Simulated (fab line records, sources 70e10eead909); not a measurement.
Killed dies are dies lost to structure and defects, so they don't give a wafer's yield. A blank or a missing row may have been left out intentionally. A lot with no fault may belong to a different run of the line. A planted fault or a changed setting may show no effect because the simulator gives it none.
fab line records	flow nand-harc
record lots=7	wafers=21	last-day=24
route steps=1159 shown A_M1@1038 END@1159
lots untouched by any fault: they come from a run of this same line in which no faults occurred
start-h: the number of hours between the record's first day and the start of the first shown wafer of the lot	wait-h: time in hours since the lot's previous step	" unchanged from the row above	L1.1+2: one row covering several wafers at once	- no value present, or no start provided	* or withheld: withheld	< > ~ a bound
route shown NAME@n: names a module that has steps shown in the file, with the first one's number in the route	usual: mean/standard deviation taken from wafers without a fault	same: alike in all rows	chamber/n: place in a boat	sites: readings site by site	_std_site: standard deviation across them	_edge_site: outer sites' mean less inner sites'	radius-mm: for every site, how far away it sits from the centre of the wafer	mask NAME#n: copy n	behind: the most recent tool/chamber to have shaped the wafer	hold: why the lot was held/for how many hours/how that ended	device: transistor that didn't switch, given as n, p or np	end of line: the route-end tests of the same wafers	a step with no rows: only its recipe	killed: count of dies lost to structure and defects at first sort (not the wafer's yield)	map: per-die view of a wafer (x killed, . not killed, _ where there is no die)
set.NAME: setting as actually run; set.NAME@STEP: the setting as run at that earlier step	model.NAME: the simulator's own value behind a step, which no gauge read
certain route steps with their lots: each step a table, each wafer a row
services: a tool's chamber out of use, with start hour (start-h, from the record's first day; less than 0 if before it), hours out, and reason
## steps
# step NHARC_A_M1_INSPECT_11
# usual raw-defect-count=30/13
lot.wafer	tool	chamber	start-h	wait-h	raw-defect-count
L887.1	defect-inspect-01	-	413.22	0.0	12
L887.2	"	-	"	"	9
L887.5	"	-	"	"	16
L902.1	defect-inspect-02	-	474.91	0.0	43
L902.4	"	-	"	"	50
L902.5	"	-	"	"	50
L898.3	defect-inspect-02	-	482.44	0.1	41
L898.5	"	-	"	"	36
L898.6	"	-	"	"	41
L901.2	defect-inspect-02	-	495.43	0.0	29
L901.4	"	-	"	"	23
L901.6	"	-	"	"	30
L903.3	defect-inspect-02	-	497.13	0.0	19
L903.4	"	-	"	"	21
L903.5	"	-	"	"	18
L904.1	defect-inspect-02	-	504.76	0.0	15
L904.5	"	-	"	"	15
L904.6	"	-	"	"	16
L909.1	defect-inspect-02	-	540.81	0.0	41
L909.5	"	-	"	"	28
L909.6	"	-	"	"	33
# step NHARC_A_M1_DESCUM_14
# recipe time-s=3	o2-flow-sccm=200	ar-flow-sccm=0	bias-power-w=0	chemistry=O2
# usual drypump-motor-current-A=5.7/0.45	oes-product-au=1.002/0.012	rf-vpp-V=57.9/0.85	showerhead-plenum-p-Torr=1.92/0.088	throttle-valve-pct=11.309/0.0086
# same bias-power-w=0
lot.wafer	tool	chamber	start-h	wait-h	drypump-motor-current-A	oes-product-au	rf-hours-counter-h	rf-vpp-V	showerhead-plenum-p-Torr	throttle-valve-pct
L887.2	rie-diel-12	1	413.28	0.1	5.2	1.014	1	57.0	1.86	11.325
L887.1	"	0	"	"	5.0	1.003	1	57.8	1.98	11.312
L887.5	"	1	"	"	5.2	1.017	-	59.0	1.86	11.320
L902.4	rie-diel-02	1	474.97	0.1	5.6	0.991	9	56.5	1.78	11.312
L902.1	"	0	"	"	5.6	0.987	9	57.4	1.94	11.324
L902.5	"	1	"	"	5.6	0.977	-	58.0	1.78	11.308
L898.3	rie-diel-12	1	482.52	0.1	5.2	1.004	2	58.5	1.86	11.304
L898.5	"	2	"	"	6.4	1.025	-	57.0	1.87	11.308
L898.6	"	3	"	"	5.6	0.988	-	59.7	2.06	11.296
L901.4	rie-diel-12	3	495.50	0.1	5.6	1.008	3	56.9	2.06	11.287
L901.2	"	1	"	"	5.2	1.017	3	58.8	1.86	11.313
L901.6	"	3	"	"	5.6	1.008	-	58.9	2.06	11.322
L903.3	rie-diel-02	1	497.23	0.1	5.6	0.992	11	56.2	1.78	11.308
L903.4	"	2	"	"	6.3	1.008	11	58.5	1.90	11.301
L903.5	"	0	"	"	5.7	0.989	-	58.1	1.94	11.317
L904.1	rie-diel-12	1	504.82	0.1	5.2	1.018	3	57.6	1.86	11.311
L904.6	"	1	"	"	5.2	1.007	-	58.5	1.86	11.317
L904.5	"	2	"	"	6.4	1.025	-	57.5	1.87	11.322
L909.1	rie-diel-12	2	540.87	0.1	6.4	1.023	4	57.6	1.87	11.317
L909.6	"	2	"	"	6.4	1.024	-	56.7	1.87	11.306
L909.5	"	3	"	"	5.6	0.987	-	58.1	2.06	11.313
# step NHARC_A_M1_ETCH_35
# recipe target-depth-a=400	overetch-a=120	time-s=43.94	ion-energy-ev=200	n2-flow-sccm=150	h2-flow-sccm=150	ar-flow-sccm=0	rf-w=400	bias-w=150	chemistry=N2/H2
# usual bias-w=150.0/0.45	drypump-motor-current-A=5.7/0.44	oes-product-au=1.001/0.014	rf-vpp-V=430.7/2.9	showerhead-plenum-p-Torr=2.05/0.097	throttle-valve-pct=14.171/0.0086
lot.wafer	tool	chamber	start-h	wait-h	bias-w	drypump-motor-current-A	oes-product-au	rf-hours-counter-h	rf-vpp-V	showerhead-plenum-p-Torr	throttle-valve-pct
L887.1	rie-diel-12	0	413.38	0.1	149.9	5.0	0.989	1	432.2	2.11	14.166
L887.2	"	1	"	"	149.5	5.2	1.012	1	429.5	1.99	14.179
L887.5	"	2	"	"	149.9	6.4	1.020	-	429.0	2.00	14.182
L902.1	rie-diel-02	0	475.05	0.1	149.3	5.7	0.991	9	432.3	2.07	14.177
L902.4	"	2	"	"	149.2	6.3	1.019	10	429.1	2.03	14.180
L902.5	"	0	"	"	149.2	5.7	0.992	-	430.4	2.07	14.166
L898.3	rie-diel-12	3	482.60	0.1	150.2	5.6	1.008	3	435.6	2.20	14.176
L898.6	"	0	"	"	149.8	5.0	0.992	-	432.9	2.11	14.170
L898.5	"	1	"	"	148.9	5.2	1.022	-	429.6	1.98	14.174
L901.2	rie-diel-12	2	495.57	0.1	150.2	6.5	1.014	3	429.3	2.00	14.172
L901.4	"	3	"	"	150.4	5.6	1.002	3	434.8	2.20	14.173
L901.6	"	3	"	"	150.6	5.6	1.012	-	435.2	2.20	14.173
L903.3	rie-diel-02	2	497.30	0.1	149.8	6.3	1.008	11	430.0	2.03	14.168
L903.4	"	3	"	"	150.3	5.8	1.010	11	433.3	2.18	14.161
L903.5	"	3	"	"	149.4	5.8	1.001	-	434.0	2.17	14.183
L904.1	rie-diel-12	0	504.97	0.1	150.3	5.0	0.992	3	433.1	2.11	14.179
L904.5	"	1	"	"	149.5	5.2	1.012	-	428.6	1.98	14.184
L904.6	"	2	"	"	149.7	6.5	1.012	-	430.0	1.99	14.166
L909.1	rie-diel-12	2	540.96	0.1	150.1	6.4	1.021	4	429.0	1.99	14.178
L909.6	"	0	"	"	150.5	5.0	0.993	-	432.4	2.11	14.170
L909.5	"	1	"	"	150.4	5.2	1.007	-	429.6	1.98	14.161
# step NHARC_A_M1_ETCH_15
# recipe target-depth-a=1825	time-s=91.2	c4f8-flow-sccm=withheld	ar-flow-sccm=400	rf-w=600	bias-w=300	chemistry=C4F8/Ar
# step NHARC_A_M1_CD_MEAS_16
# usual cd-nm=120.1/0.97
lot.wafer	tool	chamber	start-h	wait-h	cd-nm
L887.1	cd-sem-02	-	413.60	-	118.5
L887.2	"	-	"	"	121.3
L887.5	"	-	"	"	120.9
L902.1	cd-sem-03	-	475.27	-	119.6
L902.4	"	-	"	"	120.5
L902.5	"	-	"	"	119.0
L898.3	cd-sem-02	-	482.81	-	120.8
L898.5	"	-	"	"	121.6
L898.6	"	-	"	"	120.3
L901.2	cd-sem-03	-	495.80	-	120.7
L901.4	"	-	"	"	119.5
L901.6	"	-	"	"	118.6
L903.3	cd-sem-01	-	497.53	-	121.7
L903.4	"	-	"	"	120.2
L903.5	"	-	"	"	119.5
L904.1	cd-sem-02	-	505.17	-	122.7
L904.5	"	-	"	"	119.6
L904.6	"	-	"	"	121.2
L909.1	cd-sem-02	-	541.17	-	121.3
L909.5	"	-	"	"	119.1
L909.6	"	-	"	"	120.0
# step NHARC_A_M1_STRIP_18
# recipe power-w=1000	n2-flow-sccm=150	h2-flow-sccm=150	ar-flow-sccm=0	bias-w=0	chemistry=N2/H2
# usual drypump-motor-current-A=5.7/0.44	oes-product-au=1.001/0.014	rf-vpp-V=90.6/1	showerhead-plenum-p-Torr=2.04/0.098	throttle-valve-pct=14.171/0.0095
# same bias-w=0
lot.wafer	tool	chamber	start-h	wait-h	drypump-motor-current-A	oes-product-au	rf-hours-counter-h	rf-vpp-V	showerhead-plenum-p-Torr	throttle-valve-pct
L887.1	rie-diel-05	1	413.70	0.1	5.7	1.000	5	89.0	1.91	14.177
L887.2	"	3	"	"	6.1	0.981	5	89.8	1.93	14.156
L887.5	"	1	"	"	5.7	0.985	-	89.1	1.91	14.168
L902.1	rie-diel-12	0	475.38	0.1	5.0	0.990	2	92.2	2.11	14.179
L902.4	"	1	"	"	5.2	1.009	2	90.5	1.98	14.169
L902.5	"	0	"	"	5.0	1.001	-	90.4	2.11	14.162
L898.3	rie-diel-02	1	482.95	0.1	5.6	0.979	10	89.2	1.89	14.180
L898.6	"	2	"	"	6.3	1.022	-	91.5	2.03	14.164
L898.5	"	3	"	"	5.8	1.020	-	91.4	2.18	14.166
L901.2	rie-diel-02	0	495.87	0.1	5.7	0.994	10	90.8	2.07	14.169
L901.4	"	3	"	"	5.8	1.021	11	91.7	2.18	14.180
L901.6	"	0	"	"	5.7	0.997	-	91.0	2.07	14.169
L903.4	rie-diel-12	1	497.62	0.1	5.2	1.002	3	90.8	1.98	14.175
L903.3	"	3	"	"	5.6	0.995	3	91.6	2.20	14.171
L903.5	"	0	"	"	5.0	0.992	-	91.9	2.11	14.167
L904.1	rie-diel-12	3	505.31	0.1	5.6	1.002	3	91.9	2.20	14.178
L904.5	"	1	"	"	5.2	1.009	-	90.7	1.98	14.177
L904.6	"	2	"	"	6.4	1.022	-	90.6	1.99	14.175
L909.1	rie-diel-05	3	541.25	0.1	6.1	0.988	2	89.6	1.93	14.176
L909.5	"	0	"	"	5.2	0.979	-	90.8	2.09	14.175
L909.6	"	2	"	"	5.5	0.973	-	91.0	2.14	14.172
# step NHARC_A_M1_ETCH_28
# recipe target-depth-a=300	over-etch-frac=0.3	time-s=72.99	ion-energy-ev=150	cf4-flow-sccm=50	n2-flow-sccm=100	ar-flow-sccm=150	rf-w=300	bias-w=100	chemistry=CF4/N2
# usual bias-w=99.98/0.29	drypump-motor-current-A=5.7/0.43	oes-product-au=1.000/0.015	rf-vpp-V=314.4/2.3	showerhead-plenum-p-Torr=2.64/0.12	throttle-valve-pct=19.795/0.0091
lot.wafer	tool	chamber	start-h	wait-h	bias-w	drypump-motor-current-A	oes-product-au	rf-hours-counter-h	rf-vpp-V	showerhead-plenum-p-Torr	throttle-valve-pct
L887.1	rie-diel-05	3	-	-	100.12	6.1	0.977	5	312.0	2.50	19.784
L887.2	"	0	"	"	99.81	5.2	0.996	5	314.9	2.69	19.788
L887.5	"	1	"	"	99.32	5.7	0.996	-	312.3	2.47	19.806
L902.1	rie-diel-12	0	-	-	100.42	4.9	0.995	2	316.2	2.70	19.800
L902.4	"	1	"	"	100.36	5.2	1.007	2	312.3	2.56	19.780
L902.5	"	3	"	"	99.47	5.6	1.010	-	316.4	2.81	19.804
L898.3	rie-diel-02	3	-	-	99.88	5.8	1.016	10	316.9	2.79	19.796
L898.6	"	0	"	"	99.80	5.7	1.001	-	313.4	2.66	19.801
L898.5	"	1	"	"	99.78	5.6	0.996	-	309.2	2.45	19.798
L901.2	rie-diel-02	2	-	-	99.92	6.3	1.018	11	314.0	2.61	19.805
L901.4	"	3	"	"	100.18	5.8	1.017	11	316.7	2.79	19.792
L901.6	"	3	"	"	100.00	5.8	1.015	-	316.4	2.79	19.808
L903.3	rie-diel-12	1	-	-	99.79	5.2	1.003	3	312.7	2.56	19.781
L903.4	"	3	"	"	99.94	5.6	1.006	3	317.4	2.81	19.799
L903.5	"	2	"	"	99.82	6.4	1.025	-	312.8	2.57	19.802
L904.1	rie-diel-12	0	-	-	99.73	5.0	1.001	3	315.9	2.70	19.793
L904.6	"	0	"	"	99.90	5.0	0.989	-	314.5	2.70	19.806
L904.5	"	1	"	"	99.53	5.2	1.025	-	313.0	2.56	19.786
L909.1	rie-diel-05	3	-	-	99.81	6.2	0.980	2	310.4	2.50	19.797
L909.6	"	0	"	"	100.43	5.2	0.978	-	314.6	2.69	19.801
L909.5	"	3	"	"	99.73	6.1	0.991	-	311.1	2.50	19.787
# step NHARC_A_M1_STRIP_19
# recipe time-s=600	temp-c=30	chemistry=post-etch-residue-remover
# step NHARC_A_M1_DEGAS_29
# recipe temp-c=250	time-s=60
# usual heater-power-w=329/38
lot.wafer	tool	chamber	start-h	wait-h	heater-power-w
L887.1	pvd-sputter-02	-	414.32	-	269
L887.2	"	-	"	"	309
L887.5	"	-	"	"	323
L902.4	pvd-sputter-02	-	476.04	-	375
L902.1	"	-	"	"	264
L902.5	"	-	"	"	364
L898.3	pvd-sputter-02	-	483.57	-	270
L898.5	"	-	"	"	321
L898.6	"	-	"	"	268
L901.2	pvd-sputter-02	-	496.51	-	318
L901.4	"	-	"	"	373
L901.6	"	-	"	"	309
L903.3	pvd-sputter-01	-	498.25	-	389
L903.4	"	-	"	"	347
L903.5	"	-	"	"	268
L904.1	pvd-sputter-03	-	505.91	-	306
L904.5	"	-	"	"	319
L904.6	"	-	"	"	301
L909.1	pvd-sputter-01	-	541.98	-	350
L909.5	"	-	"	"	381
L909.6	"	-	"	"	385
# step NHARC_A_M1_PRE_CLEAN_30
# recipe time-s=30	temp-c=280	gas=H2/He
# step NHARC_A_M1_PVD_20
# recipe target-thk-a=50	bias-v=168.6	power-w=15000	chamber-pressure-pa=0.12	time-s=8.06	substrate-temp-c=50	material=TaN
# step NHARC_A_M1_PVD_21
# recipe target-thk-a=300	chamber-pressure-pa=5	power-w=5000	substrate-temp-c=30	time-s=20.49	material=Cu
# step NHARC_A_M1_ECD_22
# recipe target-thk-a=4000	bath-temp-c=25	material=Cu
# usual bath-heat-duty-pct=6.3/0.62	bath-temp-c=25.00/0.1
lot.wafer	tool	chamber	start-h	wait-h	bath-heat-duty-pct	bath-temp-c
L887.2	ecd-cu-02	0	414.67	-	5.6	24.78
L887.1	"	1	"	"	5.7	24.98
L887.5	"	0	"	"	6.4	24.94
L902.1	ecd-cu-01	0	476.45	-	6.9	25.05
L902.4	"	0	"	"	5.6	25.00
L902.5	"	1	"	"	6.2	25.07
L898.3	ecd-cu-01	1	484.03	-	-	-
L898.6	"	1	"	"	-	-
L898.5	"	0	"	"	-	-
L901.2	ecd-cu-01	1	496.92	-	-	-
L901.4	"	0	"	"	-	-
L901.6	"	1	"	"	-	-
L903.3	ecd-cu-02	1	498.72	-	-	-
L903.4	"	0	"	"	-	-
L903.5	"	0	"	"	-	-
L904.1	ecd-cu-02	1	506.29	-	6.1	25.02
L904.5	"	1	"	"	4.8	24.89
L904.6	"	0	"	"	7.1	24.79
L909.1	ecd-cu-02	1	542.32	-	5.6	25.05
L909.6	"	1	"	"	5.8	25.13
L909.5	"	0	"	"	6.1	25.06
# step NHARC_A_M1_ANNEAL_31
# recipe temp-c=225	time-s=90
# step NHARC_A_M1_CMP_23
# recipe t-overpolish-s=20	target-thk-nm=154.34
# usual motor-current-A=12.0/1.2	time-to-endpoint-s=29/3.4
lot.wafer	tool	chamber	start-h	wait-h	motor-current-A	time-to-endpoint-s
L887.1	cmp-01	2	415.39	-	11.0	30
L887.2	"	1	"	"	11.2	32
L887.5	"	3	"	"	14.2	25
L902.4	cmp-04	2	477.15	-	9.3	28
L902.1	"	0	"	"	11.6	29
L902.5	"	2	"	"	9.1	27
L898.3	cmp-01	0	484.73	-	12.3	0
L898.5	"	1	"	"	12.1	7
L898.6	"	2	"	"	11.0	5
L901.4	cmp-02	3	497.61	-	11.6	0
L901.2	"	2	"	"	12.6	3
L901.6	"	3	"	"	11.7	1
L903.4	cmp-02	2	499.52	-	12.3	0
L903.3	"	3	"	"	11.9	1
L903.5	"	2	"	"	12.4	0
L904.1	cmp-02	1	507.07	-	12.3	29
L904.5	"	3	"	"	11.5	22
L904.6	"	0	"	"	11.3	26
L909.1	cmp-02	2	543.36	-	12.6	31
L909.5	"	2	"	"	12.4	29
L909.6	"	3	"	"	12.4	29
# step NHARC_A_M1_THK_MEAS_24
# recipe thk-meas-gauge=xrf
# usual thk-nm=154.4/1.6
lot.wafer	tool	chamber	start-h	wait-h	thk-nm
L887.1	film-metro-02	-	415.70	-	157.9
L887.2	"	-	"	"	158.4
L887.5	"	-	"	"	154.6
L902.1	film-metro-01	-	477.43	-	157.5
L902.4	"	-	"	"	153.8
L902.5	"	-	"	"	152.6
L898.3	film-metro-02	-	484.96	-	30.5
L898.5	"	-	"	"	28.9
L898.6	"	-	"	"	31.2
L901.2	film-metro-02	-	497.93	-	29.2
L901.4	"	-	"	"	31.3
L901.6	"	-	"	"	29.3
L903.3	film-metro-01	-	499.81	-	27.7
L903.4	"	-	"	"	31.2
L903.5	"	-	"	"	30.5
L904.1	film-metro-01	-	507.33	-	153.4
L904.5	"	-	"	"	151.6
L904.6	"	-	"	"	155.1
L909.1	film-metro-02	-	543.67	-	152.5
L909.5	"	-	"	"	152.3
L909.6	"	-	"	"	154.4
# step NHARC_A_M1_SRD_25
# step NHARC_END_SORT_01
# recipe temp-c=25
# usual defect-limited-yield=95.5/1.5	killed-at-array=27/10	killed-at-other=0.6/0.96	killed-at-periphery=3.4/2.7	killed-dies=31/10	killed-open=2.9/1.8	killed-short=1.8/1.4	sort_bin_2_pct=1.4/0.66	sort_bin_3_pct=0.25/0.23	sort_bin_4_pct=2.8/0.94	sort-n-pass=646/10	sort-rim-yield-pct=96.2/2.6	sort-yield-pct=95.5/1.5
# same gross-dies=677	sort_bin_5_pct[%]=0	sort_bin_6_pct[%]=0	sort_bin_7_pct[%]=0	sort_bin_8_pct[%]=0	sort-rim-n-gross=106.00
lot.wafer	tool	chamber	start-h	wait-h	defect-limited-yield[%]	killed-at-array	killed-at-other	killed-at-periphery	killed-dies	killed-open	killed-short	sort_bin_2_pct[%]	sort_bin_3_pct[%]	sort_bin_4_pct[%]	sort-n-pass	sort-rim-yield-pct[%]	sort-yield-pct[%]
L898.3	prober-02	0	518.99	3.1	0	676	0	1	677	2	0	95.3	0.59	4.1	0	0	0
L898.5	prober-02	0	520.60	3.7	0	674	1	2	677	6	1	95.9	0.15	4.0	0	0	0
L898.6	prober-02	0	521.41	4.0	0	676	0	1	677	3	1	96.2	0	3.8	0	0	0
L901.2	prober-01	0	532.19	2.8	0	676	0	1	677	1	2	97.6	0	2.4	0	0	0
L901.4	prober-01	0	533.78	3.4	0	675	1	1	677	3	0	97.6	0.44	1.9	0	0	0
L901.6	prober-01	0	535.37	4.0	0	670	2	5	677	2	3	95.4	0.15	4.4	0	0	0
L903.3	prober-02	0	532.92	3.1	0	674	3	0	677	2	2	97.2	0.30	2.5	0	0	0
L903.4	prober-02	0	533.71	3.4	0	674	2	1	677	4	2	97.0	0.30	2.7	0	0	0
L903.5	prober-02	0	534.50	3.7	0	676	1	0	677	1	2	98.2	0.15	1.6	0	0	0
L904.1	prober-02	0	540.17	2.6	97.0	20	0	0	20	2	1	1.0	0.15	1.8	657	97.2	97.0
L904.5	prober-02	0	543.37	3.7	96.9	19	0	2	21	6	3	0.4	0	2.7	656	96.2	96.9
L904.6	prober-02	0	544.17	4.0	97.2	16	0	3	19	2	3	0.6	0.30	1.9	658	100.0	97.2
# killed by level:class
L898.3 A_M1:area-ecd=638 A_SLIT:chamber-film-flake=18 A_CONTACT:chamber-film-flake=7 A_CHANNEL_HOLE_D1:chamber-film-flake=6 A_STAIRCASE:chamber-film-flake=4 P_GATE:geometric-particle:open=1 A_CONTACT:geometric-particle:open=1 A_ZERO_WELL:chamber-film-flake=1
L898.5 A_M1:area-ecd=636 A_SLIT:chamber-film-flake=14 A_STAIRCASE:chamber-film-flake=7 A_CONTACT:chamber-film-flake=6 A_CHANNEL_HOLE_D1:chamber-film-flake=4 A_CONTACT:geometric-particle:open=2 P_CONTACT:geometric-particle:open=1 A_WL_FILL:geometric-particle:open=1
L898.6 A_M1:area-ecd=635 A_SLIT:chamber-film-flake=18 A_STAIRCASE:chamber-film-flake=7 A_CHANNEL_HOLE_D1:chamber-film-flake=6 A_CONTACT:chamber-film-flake=6 P_M0:geometric-particle:short=1 A_SOURCE_PLATE:geometric-particle:open=1 A_CHANNEL_FILL_D1:geometric-particle:open=1
L901.2 A_M1:area-ecd=654 A_CHANNEL_HOLE_D1:chamber-film-flake=13 A_CONTACT:chamber-film-flake=3 A_WL_FILL:geometric-particle:short=2 A_CONTACT:geometric-particle:open=1 P_GATE:chamber-film-flake=1 A_ZERO_WELL:chamber-film-flake=1 A_CHANNEL_FILL_D1:chamber-film-flake=1
L903.3 A_M1:area-ecd=655 A_CHANNEL_HOLE_D1:chamber-film-flake=8 A_CONTACT:chamber-film-flake=5 THIN_TSV:chamber-film-flake=3 A_SOURCE_PLATE:geometric-particle:short=1 A_CHANNEL_FILL_D1:geometric-particle:short=1 A_STAIRCASE:geometric-particle:open=1 A_CONTACT:geometric-particle:open=1
L903.4 A_M1:area-ecd=652 A_CHANNEL_HOLE_D1:chamber-film-flake=10 A_CONTACT:geometric-particle:open=3 A_CONTACT:chamber-film-flake=3 A_WL_FILL:chamber-film-flake=2 THIN_TSV:chamber-film-flake=2 A_ONON_D1:geometric-particle:short=1 A_WL_FILL:geometric-particle:open=1
L901.4 A_M1:area-ecd=655 A_CHANNEL_HOLE_D1:chamber-film-flake=13 A_CONTACT:geometric-particle:open=2 A_CONTACT:chamber-film-flake=2 A_M0:geometric-particle:open=1 P_GATE:chamber-film-flake=1 A_ZERO_WELL:chamber-film-flake=1 A_STAIRCASE:chamber-film-flake=1
L903.5 A_M1:area-ecd=662 A_CHANNEL_HOLE_D1:chamber-film-flake=9 A_CONTACT:chamber-film-flake=3 A_CHANNEL_HOLE_D1:geometric-particle:short=1 A_M0:geometric-particle:open=1 STARTING-WAFER:geometric-particle:short=1
L901.6 A_M1:area-ecd=642 A_CHANNEL_HOLE_D1:chamber-film-flake=17 A_CONTACT:chamber-film-flake=5 A_WL_FILL:geometric-particle:short=2 P_GATE:chamber-film-flake=2 THIN_TSV:chamber-film-flake=2 P_CONTACT:geometric-particle:short=1 P_CONTACT:geometric-particle:open=1
L904.1 A_CHANNEL_HOLE_D1:chamber-film-flake=10 A_SLIT:chamber-film-flake=3 A_CONTACT:chamber-film-flake=2 A_CONTACT:geometric-particle:open=1 A_CONTACT:geometric-particle:short=1 A_M0:geometric-particle:open=1 A_STAIRCASE:chamber-film-flake=1 A_BONDPAD:chamber-film-flake=1
L904.5 A_SLIT:chamber-film-flake=5 A_CONTACT:chamber-film-flake=3 A_WL_FILL:geometric-particle:short=2 P_CONTACT:geometric-particle:open=1 A_ONON_D1:geometric-particle:open=1 A_ONON_D1:geometric-particle:short=1 A_CHANNEL_HOLE_D1:geometric-particle:open=1 A_SGD_CUT:geometric-particle:open=1
L904.6 A_CHANNEL_HOLE_D1:chamber-film-flake=6 A_CONTACT:chamber-film-flake=4 P_CONTACT:geometric-particle:short=2 A_SLIT:chamber-film-flake=2 A_SGD_CUT:geometric-particle:short=1 A_CONTACT:geometric-particle:open=1 A_BLC:geometric-particle:open=1 P_STI:chamber-film-flake=1
# map L898.3 (x killed, . not)
____________x____________
_________xxxxxxx_________
_______xxxxxxxxxxx_______
______xxxxxxxxxxxxx______
_____xxxxxxxxxxxxxxx_____
____xxxxxxxxxxxxxxxxx____
____xxxxxxxxxxxxxxxxx____
___xxxxxxxxxxxxxxxxxxx___
___xxxxxxxxxxxxxxxxxxx___
__xxxxxxxxxxxxxxxxxxxxx__
__xxxxxxxxxxxxxxxxxxxxx__
_xxxxxxxxxxxxxxxxxxxxxxx_
_xxxxxxxxxxxxxxxxxxxxxxx_
_xxxxxxxxxxxxxxxxxxxxxxx_
_xxxxxxxxxxxxxxxxxxxxxxx_
_xxxxxxxxxxxxxxxxxxxxxxx_
xxxxxxxxxxxxxxxxxxxxxxxxx
xxxxxxxxxxxxxxxxxxxxxxxxx
xxxxxxxxxxxxxxxxxxxxxxxxx
xxxxxxxxxxxxxxxxxxxxxxxxx
xxxxxxxxxxxxxxxxxxxxxxxxx
_xxxxxxxxxxxxxxxxxxxxxxx_
_xxxxxxxxxxxxxxxxxxxxxxx_
_xxxxxxxxxxxxxxxxxxxxxxx_
_xxxxxxxxxxxxxxxxxxxxxxx_
_xxxxxxxxxxxxxxxxxxxxxxx_
__xxxxxxxxxxxxxxxxxxxxx__
__xxxxxxxxxxxxxxxxxxxxx__
___xxxxxxxxxxxxxxxxxxx___
___xxxxxxxxxxxxxxxxxxx___
____xxxxxxxxxxxxxxxxx____
____xxxxxxxxxxxxxxxxx____
_____xxxxxxxxxxxxxxx_____
______xxxxxxxxxxxxx______
_______xxxxxxxxxxx_______
_________xxxxxxx_________
____________x____________
# map L901.2 (x killed, . not)
____________x____________
_________xxxxxxx_________
_______xxxxxxxxxxx_______
______xxxxxxxxxxxxx______
_____xxxxxxxxxxxxxxx_____
____xxxxxxxxxxxxxxxxx____
____xxxxxxxxxxxxxxxxx____
___xxxxxxxxxxxxxxxxxxx___
___xxxxxxxxxxxxxxxxxxx___
__xxxxxxxxxxxxxxxxxxxxx__
__xxxxxxxxxxxxxxxxxxxxx__
_xxxxxxxxxxxxxxxxxxxxxxx_
_xxxxxxxxxxxxxxxxxxxxxxx_
_xxxxxxxxxxxxxxxxxxxxxxx_
_xxxxxxxxxxxxxxxxxxxxxxx_
_xxxxxxxxxxxxxxxxxxxxxxx_
xxxxxxxxxxxxxxxxxxxxxxxxx
xxxxxxxxxxxxxxxxxxxxxxxxx
xxxxxxxxxxxxxxxxxxxxxxxxx
xxxxxxxxxxxxxxxxxxxxxxxxx
xxxxxxxxxxxxxxxxxxxxxxxxx
_xxxxxxxxxxxxxxxxxxxxxxx_
_xxxxxxxxxxxxxxxxxxxxxxx_
_xxxxxxxxxxxxxxxxxxxxxxx_
_xxxxxxxxxxxxxxxxxxxxxxx_
_xxxxxxxxxxxxxxxxxxxxxxx_
__xxxxxxxxxxxxxxxxxxxxx__
__xxxxxxxxxxxxxxxxxxxxx__
___xxxxxxxxxxxxxxxxxxx___
___xxxxxxxxxxxxxxxxxxx___
____xxxxxxxxxxxxxxxxx____
____xxxxxxxxxxxxxxxxx____
_____xxxxxxxxxxxxxxx_____
______xxxxxxxxxxxxx______
_______xxxxxxxxxxx_______
_________xxxxxxx_________
____________x____________
## services
tool	chamber	start-h	hours	kind
cmp-02	-	391.04	3.0	repair
pvd-sputter-02	-	392.14	10.0	pm
cmp-01	-	392.17	0.5	repair
rie-diel-02	-	395.66	2.1	repair
cmp-04	-	399.31	4.0	pm
rie-diel-05	-	414.97	1.8	repair
cmp-02	-	422.50	4.0	pm
ecd-cu-01	-	448.36	8.0	pm
cmp-01	-	449.52	1.6	repair
cmp-02	-	468.32	0.9	repair
cmp-01	-	473.50	4.0	pm
cmp-02	-	473.66	3.9	repair
ecd-cu-02	-	477.21	2.0	repair
rie-diel-05	2	489.47	4.9	repair
rie-diel-12	0	489.96	3.9	repair
cmp-01	-	504.48	0.6	repair
rie-diel-02	-	504.70	9.0	pm
pvd-sputter-01	-	514.00	10.0	pm
rie-diel-05	-	517.60	9.0	pm
cmp-02	-	520.50	4.0	pm
cmp-01	-	525.26	0.4	repair
ecd-cu-02	-	532.48	8.0	pm
rie-diel-05	1	533.22	13.6	repair
rie-diel-12	-	534.13	0.4	repair
## key
first-sign step=NHARC_A_M1_ECD_22	reading=tool-record	direction=missing
effect step=NHARC_A_M1_CMP_23	reading=time-to-endpoint-s	direction=down	sigmas=8	usual=*	struck=*
effect step=NHARC_A_M1_THK_MEAS_24	reading=thk-nm	direction=down	sigmas=77	usual=154.4	struck=30.0
effect step=NHARC_END_SORT_01	reading=sort_bin_2_pct	direction=up	sigmas=99+	usual=1.4	struck=96.7
more-kills-born-at NHARC_A_M1_ECD_22@ecd-cu-01=3860	NHARC_A_M1_ECD_22@ecd-cu-02=1969
met-at NHARC_A_M1_ECD_22
struck-wafers L898.3,L898.5,L898.6,L901.2,L901.4,L901.6,L903.3,L903.4,L903.5
later-rows-left-out L898.3,L898.5,L898.6,L901.2,L901.4,L901.6,L903.3,L903.4,L903.5
onset-between 476.45 484.03
fault kind=skipped-step-whole	tool=ecd-cu-01,ecd-cu-02	chamber=-	onset-h=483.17	steps=NHARC_A_M1_ECD_22	scope=struck-lots-only
# later-rows-left-out: the simulator's readings of these wafers behind a module that went badly wrong aren't trusted and aren't shown, but for the sort
